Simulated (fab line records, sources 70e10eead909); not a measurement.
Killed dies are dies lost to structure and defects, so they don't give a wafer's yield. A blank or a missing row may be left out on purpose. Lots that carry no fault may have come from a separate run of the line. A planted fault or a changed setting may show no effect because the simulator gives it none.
fab line records ; flow nand-harc
record: lots: 15; wafers: 45; last-day: 33
route steps=1302 shown P_M1@305 P_M2@331
lots that met no fault: from a run of the same line without faults
start-h: hours from the record's opening day to when the first of the lot's shown wafers began ; wait-h: hours from the lot's prior step to this one ; " unchanged from the row above ; L1.1+2: a single row standing in for several wafers ; - no value, or no start was given ; * or withheld: withheld ; < > ~ a bound
route shown NAME@n: NAME is a module with steps in the file, n the number in the route of the first one ; usual: mean/standard deviation of fault-free wafers ; same: alike in all rows ; chamber/n: place in a boat ; sites: readings site by site ; _std_site: the values' standard deviation ; _edge_site: inner sites' mean taken away from outer sites' mean ; radius-mm: how far each site lies from the wafer's centre ; mask NAME#n: copy n ; behind: the last tool/chamber to shape the wafer ; hold: why the lot went on hold/how many hours it stayed there/how the hold came to an end ; device: the n, p or np transistor that did not switch ; end of line: tests run on the same wafers once the route is complete ; a step without rows: its recipe alone ; killed: dies that structure and defects cost at the first sort, which is not the same as the wafer's yield ; map: a wafer's dies, x killed, . not, _ none there
set.NAME: the setting as run; set.NAME@STEP: as run at that earlier step ; model.NAME: the simulator's own value behind a step, which no gauge read
one table for each step of the route and one row for each wafer, over a sample of lots
services: the hour from which a tool's chamber was out of use, counted from the record's first day as start-h (under 0 if before that day), plus the number of hours and why
== steps ==
step: NHARC_P_M1_DEGAS_29
recipe: temp-c: 250; time-s: 60
usual: heater-power-w: 338/45
lot.wafer;tool;chamber;start-h;wait-h;heater-power-w
L353.4;pvd-sputter-02;-;130.16;-;325
L353.1;pvd-sputter-02;-;130.16;-;440
L353.6;pvd-sputter-02;-;130.16;-;296
L354.2;pvd-sputter-02;-;133.93;-;439
L354.1;pvd-sputter-02;-;133.93;-;310
L354.5;pvd-sputter-02;-;133.93;-;301
L355.2;pvd-sputter-02;-;143.82;-;305
L355.6;pvd-sputter-02;-;143.82;-;442
L355.5;pvd-sputter-02;-;143.82;-;320
L356.2;pvd-sputter-03;-;157.24;-;242
L356.3;pvd-sputter-03;-;157.24;-;358
L356.6;pvd-sputter-03;-;157.24;-;246
L358.2;pvd-sputter-01;-;172.91;-;335
L358.1;pvd-sputter-01;-;172.91;-;300
L358.6;pvd-sputter-01;-;172.91;-;340
L359.4;pvd-sputter-03;-;185.45;-;345
L359.2;pvd-sputter-03;-;185.45;-;259
L359.3;pvd-sputter-03;-;185.45;-;367
L360.4;pvd-sputter-02;-;201.07;-;300
L360.2;pvd-sputter-02;-;201.07;-;325
L360.3;pvd-sputter-02;-;201.07;-;436
L362.4;pvd-sputter-03;-;218.10;-;257
L362.2;pvd-sputter-03;-;218.10;-;381
L362.1;pvd-sputter-03;-;218.10;-;355
L364.2;pvd-sputter-02;-;234.66;-;318
L364.1;pvd-sputter-02;-;234.66;-;451
L364.3;pvd-sputter-02;-;234.66;-;306
L365.2;pvd-sputter-01;-;245.24;-;340
L365.1;pvd-sputter-01;-;245.24;-;381
L365.6;pvd-sputter-01;-;245.24;-;316
L367.3;pvd-sputter-02;-;274.23;-;300
L367.4;pvd-sputter-02;-;274.23;-;443
L367.6;pvd-sputter-02;-;274.23;-;327
L366.2;pvd-sputter-03;-;276.60;-;375
L366.1;pvd-sputter-03;-;276.60;-;376
L366.6;pvd-sputter-03;-;276.60;-;382
L374.1;pvd-sputter-01;-;332.88;-;378
L374.2;pvd-sputter-01;-;332.88;-;352
L374.5;pvd-sputter-01;-;332.88;-;382
L376.2;pvd-sputter-02;-;352.05;-;320
L376.3;pvd-sputter-02;-;352.05;-;305
L376.1;pvd-sputter-02;-;352.05;-;320
L375.3;pvd-sputter-01;-;352.83;-;386
L375.6;pvd-sputter-01;-;352.83;-;314
L375.5;pvd-sputter-01;-;352.83;-;346
step: NHARC_P_M2_DESCUM_14
recipe: time-s: 3; o2-flow-sccm: 200; ar-flow-sccm: 0; bias-power-w: 0; chemistry: O2
usual: drypump-motor-current-A: 5.7/0.3; oes-product-au: 0.999/0.012; rf-vpp-V: 57.9/0.87; showerhead-plenum-p-Torr: 1.92/0.071; throttle-valve-pct: 11.311/0.0088
lot.wafer;tool;chamber;start-h;wait-h;drypump-motor-current-A;oes-product-au;rf-hours-counter-h;rf-vpp-V;showerhead-plenum-p-Torr;throttle-valve-pct
L353.1;rie-diel-04;0;133.27;0.1;5.1;1.015;5.0;58.4;1.99;11.318
L353.4;rie-diel-04;2;133.27;0.1;5.4;0.990;-;57.7;1.88;11.307
L353.6;rie-diel-04;3;133.27;0.1;5.8;0.997;-;58.3;1.98;11.302
L354.1;rie-diel-01;1;136.97;0.1;5.8;0.993;4.4;57.0;2.04;11.311
L354.2;rie-diel-01;2;136.97;0.1;5.8;1.015;4.7;57.6;1.93;11.316
L354.5;rie-diel-01;3;136.97;0.1;5.9;1.001;-;55.5;1.79;11.321
L355.2;rie-diel-11;1;146.99;0.1;6.1;0.997;2.5;59.2;1.90;11.315
L355.5;rie-diel-11;1;146.99;0.1;6.1;0.993;-;58.2;1.90;11.309
L355.6;rie-diel-11;2;146.99;0.1;5.8;0.980;-;57.3;1.91;11.306
L356.2;rie-diel-11;2;160.32;0.1;5.8;0.982;3.3;57.5;1.91;11.323
L356.3;rie-diel-11;3;160.32;0.1;5.3;1.003;3.1;57.7;2.03;11.309
L356.6;rie-diel-11;0;160.32;0.1;6.0;0.999;-;57.9;1.86;11.315
L358.1;rie-diel-04;1;176.04;0.1;5.7;1.024;7.5;58.1;1.99;11.310
L358.2;rie-diel-04;3;176.04;0.1;5.8;0.994;7.8;58.0;1.98;11.301
L358.6;rie-diel-04;1;176.04;0.1;5.7;1.014;-;56.8;1.99;11.306
L359.2;rie-diel-04;3;188.62;0.1;5.8;0.988;0;57.9;1.98;11.319
L359.3;rie-diel-04;0;188.62;0.1;5.1;0.992;0;58.6;1.99;11.307
L359.4;rie-diel-04;0;188.62;0.1;5.1;1.001;-;56.5;1.99;11.301
L360.2;rie-diel-11;0;204.11;0.1;6.1;0.989;5.8;57.7;1.86;11.308
L360.4;rie-diel-11;1;204.11;0.1;6.1;0.987;6.3;54.4;1.89;11.317
L360.3;rie-diel-11;3;204.11;0.1;5.3;0.984;5.7;58.5;2.03;11.312
L362.1;rie-diel-01;2;221.24;0.1;5.8;1.003;0.3;57.8;1.93;11.308
L362.4;rie-diel-01;0;221.24;0.1;5.2;1.021;0.4;57.9;1.89;11.304
L362.2;rie-diel-01;1;221.24;0.1;5.8;0.991;0.3;58.7;2.04;11.321
L364.3;rie-diel-01;2;237.86;0.1;5.8;1.018;1.7;57.7;1.93;11.317
L364.2;rie-diel-01;3;237.86;0.1;5.8;1.010;1.7;57.4;1.79;11.306
L364.1;rie-diel-01;0;237.86;0.1;5.2;1.021;1.6;57.1;1.89;11.315
L365.1;rie-diel-11;2;248.38;0.1;5.8;0.987;9.4;58.7;1.91;11.324
L365.2;rie-diel-11;3;248.38;0.1;5.3;0.997;8.5;56.9;2.03;11.326
L365.6;rie-diel-11;2;248.38;0.1;5.8;0.988;-;57.9;1.91;11.307
L367.4;rie-diel-01;1;277.36;0.1;5.8;0.973;3.0;58.8;2.04;11.329
L367.3;rie-diel-01;3;277.36;0.1;5.8;1.007;2.7;57.5;1.79;11.302
L367.6;rie-diel-01;1;277.36;0.1;5.8;0.983;-;57.8;2.04;11.324
L366.1;rie-diel-04;2;279.58;0.1;5.4;1.016;5.6;57.9;1.87;11.321
L366.2;rie-diel-04;1;279.58;0.1;5.7;0.996;6.7;57.7;1.98;11.318
L366.6;rie-diel-04;3;279.58;0.1;5.8;0.983;-;58.1;1.98;11.314
L374.1;rie-diel-11;2;336.04;0.1;5.8;0.987;3.6;58.3;1.91;11.314
L374.2;rie-diel-11;3;336.04;0.1;5.3;0.997;3.0;57.2;2.03;11.317
L374.5;rie-diel-11;0;336.04;0.1;6.0;0.999;-;58.2;1.85;11.309
L376.3;rie-diel-01;0;355.17;0.1;5.2;1.018;6.7;57.1;1.88;11.310
L376.2;rie-diel-01;1;355.17;0.1;5.8;0.999;6.2;58.7;2.04;11.322
L376.1;rie-diel-01;3;355.17;0.1;5.9;1.002;6.2;56.5;1.79;11.305
L375.3;rie-diel-01;3;355.97;0.1;5.8;1.010;6.4;57.9;1.79;11.301
L375.6;rie-diel-01;0;355.97;0.1;5.2;1.020;-;59.0;1.88;11.303
L375.5;rie-diel-01;1;355.97;0.1;5.8;1.002;-;58.8;2.04;11.314
step: NHARC_P_M2_ETCH_15
recipe: target-depth-a: 1825; time-s: 91.2; c4f8-flow-sccm: withheld; ar-flow-sccm: 400; rf-w: 600; bias-w: 300; chemistry: C4F8/Ar
usual: bias-w: 300.1/0.91; chamber-pressure-mTorr: 25.002/0.026; oes-product-au: 0.936/0.024; rf-vpp-V: 441.3/2.3
lot.wafer;tool;chamber;start-h;wait-h;bias-w;chamber-pressure-mTorr;oes-product-au;rf-hours-counter-h;rf-vpp-V
L353.1;rie-diel-04;3;133.49;-;299.6;25.009;0.921;4.9;443.0
L353.6;rie-diel-04;2;133.49;-;299.7;25.012;0.907;-;439.9
L353.4;rie-diel-04;3;133.49;-;299.2;24.998;0.915;-;442.3
L354.1;rie-diel-01;3;137.12;-;301.0;25.016;0.934;4.9;437.5
L354.2;rie-diel-01;2;137.12;-;299.5;24.952;0.943;4.7;442.4
L354.5;rie-diel-01;0;137.12;-;300.3;25.016;0.934;-;439.4
L355.2;rie-diel-11;2;147.18;-;301.4;25.026;0.901;2.7;440.8
L355.5;rie-diel-11;0;147.18;-;299.7;24.970;0.923;-;439.1
L355.6;rie-diel-11;1;147.18;-;300.0;25.020;0.917;-;440.3
L356.2;rie-diel-11;2;160.48;-;299.7;25.004;0.909;3.4;441.2
L356.3;rie-diel-11;0;160.48;-;298.7;24.969;0.925;3.0;439.8
L356.6;rie-diel-11;1;160.48;-;298.9;24.997;0.928;-;439.9
L358.2;rie-diel-04;1;176.22;-;300.6;25.005;0.945;7.5;443.2
L358.1;rie-diel-04;2;176.22;-;299.0;25.014;0.916;8.4;442.8
L358.6;rie-diel-04;1;176.22;-;300.4;24.971;0.940;-;442.2
L359.3;rie-diel-04;3;188.81;-;299.9;25.031;0.962;0.0;442.8
L359.2;rie-diel-04;2;188.81;-;299.2;25.017;0.992;0.0;438.5
L359.4;rie-diel-04;3;188.81;-;298.8;25.007;0.955;-;443.4
L360.3;rie-diel-11;2;204.28;-;299.8;25.023;0.917;6.3;441.3
L360.2;rie-diel-11;0;204.28;-;298.7;25.001;0.923;5.8;438.3
L360.4;rie-diel-11;1;204.28;-;299.5;24.990;0.924;6.3;440.2
L362.2;rie-diel-01;3;221.42;-;299.7;25.001;0.964;0.4;436.4
L362.1;rie-diel-01;0;221.42;-;300.7;24.991;1.000;0.4;438.7
L362.4;rie-diel-01;1;221.42;-;301.3;25.025;0.961;0.3;444.7
L364.1;rie-diel-01;0;238.02;-;300.5;25.021;0.939;1.7;441.7
L364.2;rie-diel-01;1;238.02;-;300.4;25.182;0.909;1.7;444.2
L364.3;rie-diel-01;2;238.02;-;300.2;24.987;0.939;1.8;440.7
L365.2;rie-diel-11;2;248.54;-;-;-;-;-;-
L365.1;rie-diel-11;0;248.54;-;-;-;-;-;-
L365.6;rie-diel-11;2;248.54;-;-;-;-;-;-
L367.4;rie-diel-01;0;277.53;-;-;-;-;-;-
L367.3;rie-diel-01;2;277.53;-;-;-;-;-;-
L367.6;rie-diel-01;1;277.53;-;-;-;-;-;-
L366.2;rie-diel-04;1;279.76;-;-;-;-;-;-
L366.1;rie-diel-04;2;279.76;-;-;-;-;-;-
L366.6;rie-diel-04;2;279.76;-;-;-;-;-;-
L374.2;rie-diel-11;0;336.22;-;300.2;25.003;0.915;4.3;440.2
L374.1;rie-diel-11;1;336.22;-;299.7;25.022;0.907;5.0;439.4
L374.5;rie-diel-11;2;336.22;-;301.8;24.959;0.916;-;440.3
L376.2;rie-diel-01;3;355.35;-;300.5;24.976;0.927;6.3;438.0
L376.1;rie-diel-01;1;355.35;-;299.5;24.985;0.923;6.3;445.4
L376.3;rie-diel-01;2;355.35;-;301.3;25.001;0.936;6.3;441.3
L375.3;rie-diel-01;2;356.13;-;300.6;24.983;0.973;6.4;441.6
L375.5;rie-diel-01;1;356.13;-;299.9;25.041;0.959;-;445.7
L375.6;rie-diel-01;2;356.13;-;300.2;25.009;0.974;-;440.9
step: NHARC_P_M2_ANNEAL_31
recipe: temp-c: 225; time-s: 90
usual: anneal-temp-c: 225.03/0.18; wafer_temp_C_max: 225.72/0.22
lot.wafer;tool;chamber;start-h;wait-h;anneal-temp-c;wafer_temp_C_max
L353.1;rtp-anneal-01;0;135.12;-;224.81;225.73
L353.4;rtp-anneal-01;0;135.12;-;224.95;225.84
L353.6;rtp-anneal-01;0;135.12;-;224.78;225.50
L354.1;rtp-anneal-01;0;138.81;-;224.74;225.71
L354.2;rtp-anneal-01;0;138.81;-;225.07;225.82
L354.5;rtp-anneal-01;0;138.81;-;225.10;225.70
L355.2;rtp-anneal-02;0;149.29;-;225.10;225.69
L355.5;rtp-anneal-02;0;149.29;-;225.02;225.33
L355.6;rtp-anneal-02;0;149.29;-;225.13;226.06
L356.2;rtp-anneal-01;0;162.15;0.3;225.05;225.80
L356.3;rtp-anneal-01;0;162.15;0.3;224.99;225.79
L356.6;rtp-anneal-01;0;162.15;0.3;225.13;225.46
L358.1;rtp-anneal-02;0;177.79;-;225.29;225.70
L358.2;rtp-anneal-02;0;177.79;-;225.13;226.03
L358.6;rtp-anneal-02;0;177.79;-;225.03;225.43
L359.2;rtp-anneal-01;0;190.50;0.4;225.24;226.24
L359.3;rtp-anneal-01;0;190.50;0.4;225.15;225.86
L359.4;rtp-anneal-01;0;190.50;0.4;225.02;225.95
L360.2;rtp-anneal-02;0;206.16;-;225.14;225.82
L360.3;rtp-anneal-02;0;206.16;-;225.24;225.52
L360.4;rtp-anneal-02;0;206.16;-;225.00;225.92
L362.1;rtp-anneal-01;0;223.02;-;224.92;225.61
L362.2;rtp-anneal-01;0;223.02;-;225.20;225.65
L362.4;rtp-anneal-01;0;223.02;-;224.94;225.81
L364.1;rtp-anneal-01;0;239.61;-;225.21;225.79
L364.2;rtp-anneal-01;0;239.61;-;225.14;225.65
L364.3;rtp-anneal-01;0;239.61;-;225.01;225.72
L365.1;rtp-anneal-01;0;250.13;0.3;225.21;225.79
L365.2;rtp-anneal-01;0;250.13;0.3;225.13;225.57
L365.6;rtp-anneal-01;0;250.13;0.3;225.05;225.68
L367.3;rtp-anneal-02;0;279.23;0.3;224.73;225.56
L367.4;rtp-anneal-02;0;279.23;0.3;224.79;225.55
L367.6;rtp-anneal-02;0;279.23;0.3;224.86;225.34
L366.1;rtp-anneal-02;0;281.36;0.3;225.09;225.46
L366.2;rtp-anneal-02;0;281.36;0.3;225.33;225.64
L366.6;rtp-anneal-02;0;281.36;0.3;224.95;225.53
L374.1;rtp-anneal-01;0;338.49;0.3;224.81;225.72
L374.2;rtp-anneal-01;0;338.49;0.3;225.07;225.71
L374.5;rtp-anneal-01;0;338.49;0.3;224.83;225.47
L376.1;rtp-anneal-01;0;356.93;-;225.09;225.36
L376.2;rtp-anneal-01;0;356.93;-;225.32;225.52
L376.3;rtp-anneal-01;0;356.93;-;225.13;225.27
L375.3;rtp-anneal-02;0;357.81;-;225.23;225.54
L375.5;rtp-anneal-02;0;357.81;-;225.23;225.57
L375.6;rtp-anneal-02;0;357.81;-;225.02;225.36
== services ==
tool;chamber;start-h;hours;kind
rie-diel-01;0;109.41;-;clean
rie-diel-01;1;109.41;-;clean
rie-diel-01;2;109.41;-;clean
rie-diel-01;3;109.41;-;clean
rie-diel-11;3;120.62;1.8;repair
rie-diel-04;1;132.03;14.0;repair
rtp-anneal-01;-;141.27;3.8;repair
pvd-sputter-03;-;170.00;10.0;pm
rie-diel-04;-;177.90;9.0;pm
rie-diel-04;1;187.13;15.8;repair
rie-diel-04;2;202.81;8.5;repair
rie-diel-01;-;203.80;9.0;pm
rie-diel-04;1;203.94;5.0;repair
pvd-sputter-03;-;207.45;4.8;repair
rie-diel-04;3;218.81;16.7;repair
pvd-sputter-01;-;226.00;10.0;pm
rie-diel-01;3;241.25;8.4;repair
pvd-sputter-02;-;248.26;4.3;repair
rie-diel-11;-;275.31;9.0;pm
pvd-sputter-02;-;283.59;10.0;pm
rie-diel-11;2;325.45;2.1;repair
rie-diel-04;0;336.39;14.7;repair
pvd-sputter-03;-;348.00;10.0;pm
rie-diel-04;-;354.90;9.0;pm
== key ==
first-sign: step: NHARC_P_M2_ETCH_15; reading: tool-record; direction: missing
effect none on later readings
met-at NHARC_P_M2_ETCH_15
struck-lots L365,L366,L367
later-rows-left-out L365.1,L365.2,L365.6,L366.1,L366.2,L366.6,L367.3,L367.4,L367.6
sort-left-out L365.1,L365.2,L365.6,L366.1,L366.2,L366.6,L367.3,L367.4,L367.6
not-acting-at NHARC_P_M1_DEGAS_29,NHARC_P_M2_DESCUM_14,NHARC_P_M2_ANNEAL_31
onset-between 238.02 248.54
fault: kind: skipped-step-whole; tool: rie-diel-01,rie-diel-04,rie-diel-11; chamber: -; onset-h: 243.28; steps: NHARC_P_M2_ETCH_15; scope: struck-lots-only
sort-left-out: the simulated sort isn't trusted on such a fault, so these wafers' sort isn't shown, and their yield isn't known
later-rows-left-out: the simulator's readings of these wafers behind a module that went badly wrong aren't trusted and aren't shown, but for the sort
